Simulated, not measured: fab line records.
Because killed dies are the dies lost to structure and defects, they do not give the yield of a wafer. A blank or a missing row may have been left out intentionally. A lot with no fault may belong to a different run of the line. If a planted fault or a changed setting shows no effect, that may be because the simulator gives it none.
What tool caused it?	flow nand_harc	36 wafers from 12 lots sampled at 2 of the route's 1302 steps

## WHAT THE GAUGES READ, wafer by wafer
NHARC_A_WL_FILL_INSPECT_15.
lot	measured	on	raw_defect_count
L076	day 21 23:11	defect_inspect-01	349 469 447
L078	day 23 04:43	defect_inspect-01	675 563 527
L079	day 23 17:19	defect_inspect-02	413 317 395
L077	day 24 03:22	defect_inspect-02	538 600 390
L086	day 25 08:50	defect_inspect-01	457 342 508
L083	day 25 15:28	defect_inspect-01	663 681 666
L087	day 26 17:52	defect_inspect-02	365 411 590
L088	day 27 07:47	defect_inspect-02	719 484 675
L090	day 28 11:08	defect_inspect-01	600 502 634
L093	day 29 16:30	defect_inspect-01	481 595 478
L096	day 30 14:47	defect_inspect-01	503 452 406
L097	day 31 09:51	defect_inspect-01	476 403 537

## TOOL THAT RAN EACH LOT (tool first, then ch and the chambers of the sampled wafers, then the start)
lot	NHARC_A_WL_FILL_ETCHBACK_26
L076	rie_si-05 ch 0,2,3, day 21 21:52
L078	rie_si-04 ch 0,1,2, day 23 03:37
L079	rie_si-04 ch 0,1,2, day 23 16:11
L077	rie_si-05 ch 0,1,2, day 24 02:04
L086	rie_si-05 ch 0,1,2, day 25 07:34
L083	rie_si-04 ch 1,2,3, day 25 14:05
L087	rie_si-05 ch 1,3, day 26 16:44
L088	rie_si-05 ch 2,3, day 27 06:32
L090	rie_si-04 ch 0,2,3, day 28 10:03
L093	rie_si-04 ch 0,3, day 29 15:22
L096	rie_si-04 ch 0,2,3, day 30 13:38
L097	rie_si-03 ch 2,3, day 31 08:35
- NHARC_A_WL_FILL_ETCHBACK_26: etches the open film in HBr, target depth 52 nm, time 13.3 s.

## THE ANSWER, worked out from the rows above alone
Rule: the usual values come from the lots themselves. Put in order of their means at a reading, lots are off if they are a third of the lots or fewer, leave a main group of 4 or more, and stand apart from it by a gap of 3 or more times the standard deviation of the main group's means; of several such gaps the widest counts. If all means in a main group match to the digits the tables above print for the reading, that group is not used. Also off: a lot with no number at a reading for which 4 or more lots have one. Where the step has rows for the other lots, those lots are counted as sound.
No lot is off on any of the readings shown, so nothing can be concluded from this.

## WHAT THE SIMULATOR PUT IN
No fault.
